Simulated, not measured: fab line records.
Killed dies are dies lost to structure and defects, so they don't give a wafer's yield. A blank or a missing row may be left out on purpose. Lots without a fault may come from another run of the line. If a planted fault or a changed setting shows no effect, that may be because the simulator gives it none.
Struck lot and sound lot, side by side || flow nandHarc || 38 out of 1302 route steps
Sound: wafers L714.2, L714.4, L714.5. Struck: wafer L734.5. (L734.3, L734.6 of the same lot were not struck and are left out.) The cause comes at the end.
Each step with rows lists, per side, the tool, then ch with its chambers, then its first start. Under that, the readings that differ: sound wafers || struck wafers || difference of the means || sigmas: that difference in standard deviations of wafers without a fault.
alike: readings with means less than 2 such deviations apart, plus words and numbers identical on both sides. not compared: withheld readings, readings lacking a value on some wafer, bounds such as >300 that could conceal the same value, and numbers that have no deviation in the record and whose values overlap.
A row with sigmas, a row that says differs or no value, or rows on one side alone: a step with any of these is where the two part. Numbers that have no deviation but don't overlap get no sigmas and don't part them. A reading missing from all wafers of one side parts the sides only when that side holds two or more wafers.

NHARC_A_STAIRCASE_HM_OPEN_463: chemistry O2/COS.
  sound: rieDiel-03 ch 0,1,2; struck: rieDiel-03 ch 0
  alike: drypumpMotorCurrentA, oesProductAu, rfVppV, showerheadPlenumPTorr, throttleValvePct
  not compared: rfHoursCounterH
then, 7 steps without rows for these wafers: NHARC_A_STAIRCASE_STRIP_464 (strips in O2/COS); NHARC_A_STAIRCASE_ETCH_453 (etches the open film in CF4/O2, target depth 30 nm, overetch 3 nm, time 16.5 s); NHARC_A_STAIRCASE_ETCH_315 (etches the open film in C4F8/O2/Ar, target depth 2500 nm, time 607.1 s); NHARC_A_STAIRCASE_STRIP_316 (strips in O2); NHARC_A_STAIRCASE_STRIP_317 (strips in SPM, time 900 s); NHARC_A_STAIRCASE_PRECLEAN_318 (cleans in SC1); NHARC_A_STAIRCASE_SRD_329.
NHARC_A_STAIRCASE_ALD_415: deposits SiO2, target thk 30 nm, pulse time 6 s, ald cycles 300.
  sound on aldHk-04 ch 0,2,3, day 17 05:28; struck on aldHk-01 ch 0, day 25 23:19
  alike: heaterPowerW, precursorPulseHeightRel
  not compared: sinceWetCleanH
then, 2 steps without rows for these wafers: NHARC_A_STAIRCASE_ETCHBACK_416 (etches the open film in C4F8/O2/Ar, target depth 36 nm, time 7.2 s); NHARC_A_STAIRCASE_STRIP_476 (strips in O2, time 20 s).
NHARC_A_STAIRCASE_DEP_417: deposits Si3N4, target thk 60 nm.
  sound on pecvd-01 ch 0,2, day 17 07:22; struck on pecvd-04 ch 2, day 26 01:29
  alike: heaterPowerW
  not compared: sinceWetCleanH
then, 5 steps without rows for these wafers: NHARC_A_STAIRCASE_WET_418 (chemistry H3PO4, target depth 20 nm); NHARC_A_STAIRCASE_PRECLEAN_419 (cleans in SC1); NHARC_A_STAIRCASE_SRD_421; NHARC_A_STAIRCASE_ALD_420 (deposits SiO2, target thk 20 nm, pulse time 6 s, ald cycles 200); NHARC_A_STAIRCASE_CVD_552 (deposits SiNx, target thk 40 nm).
NHARC_A_STAIRCASE_DEP_151: deposits SiO2, target thk 7200 nm.
  sound on pecvd-04 ch 0,1, day 17 18:13; struck on pecvd-01 ch 1, day 26 12:13
{"reading": "heaterPowerW (W)", "sound": "768 625 646", "struck": 503, "difference": -177, "sigmas": -2}
  not compared: sinceWetCleanH
then, 1 step without rows for these wafers: NHARC_A_STAIRCASE_ANNEAL_320 (time 1800 s).
NHARC_A_STAIRCASE_DEP_322: deposits SiO2, target thk 7200 nm.
  sound on pecvd-01 ch 0,2, day 18 01:57; struck on pecvd-04 ch 0, day 26 20:02
  alike: heaterPowerW
  not compared: sinceWetCleanH
then, 13 steps without rows for these wafers: NHARC_A_STAIRCASE_ANNEAL_323 (time 1800 s); NHARC_A_STAIRCASE_DEP_325 (deposits SiO2, target thk 7200 nm); NHARC_A_STAIRCASE_ANNEAL_326 (time 1800 s); NHARC_A_STAIRCASE_DEHYDRATE_433 (time 120 s); NHARC_A_STAIRCASE_HMDS_434 (time 30 s); NHARC_A_STAIRCASE_COAT_435; NHARC_A_STAIRCASE_SOFTBAKE_436 (time 170 s); NHARC_A_STAIRCASE_EBR_437; NHARC_A_STAIRCASE_EXPOSE_438 (exposes mask STAIR REV); NHARC_A_STAIRCASE_PEB_439 (peb time 130 s); NHARC_A_STAIRCASE_DEVELOP_440 (time 140 s); NHARC_A_STAIRCASE_HARDBAKE_442 (time 140 s); NHARC_A_STAIRCASE_DESCUM_443 (chemistry O2, time 3 s).
NHARC_A_STAIRCASE_ETCH_444: etches the open film in C4F8/O2, target depth 20400 nm, time 6800 s.
  sound on rieDiel-12 ch 2,3, day 18 20:04; struck on rieDiel-03 ch 1, day 27 12:34
  alike: oesProductAu, rfVppV
  not compared: rfHoursCounterH
then, 2 steps without rows for these wafers: NHARC_A_STAIRCASE_STRIP_446 (strips in O2); NHARC_A_STAIRCASE_STRIP_447 (strips in SPM, time 900 s).
NHARC_A_SGD_CUT_DESCUM_14: chemistry O2, time 3 s.
  sound on rieDiel-01 ch 2,3, day 19 04:16; struck on rieDiel-01 ch 2, day 28 02:39
{"reading": "hold", "sound": "- - -", "struck": "awaitDispo/6.5h/release", "difference": "no value on the sound wafers", "sigmas": ""}
  alike: drypumpMotorCurrentA, oesProductAu, rfVppV, showerheadPlenumPTorr, throttleValvePct
  not compared: rfHoursCounterH
-- break in the record here, with 5 days between the starts of the struck wafers on either side (left off in module A_SGD_CUT, picked up again in module END, where the first step shown is number 1302 on the route) --
NHARC_END_SORT_01:
  at this point the record logs the struck wafers (prober-01 ch 0, day 33 07:20) and has no rows for the sound ones

== WHERE THEY PART ==
First at NHARC_A_STAIRCASE_DEP_151; last, within this record, at NHARC_END_SORT_01.

WHY: what the simulator had put in
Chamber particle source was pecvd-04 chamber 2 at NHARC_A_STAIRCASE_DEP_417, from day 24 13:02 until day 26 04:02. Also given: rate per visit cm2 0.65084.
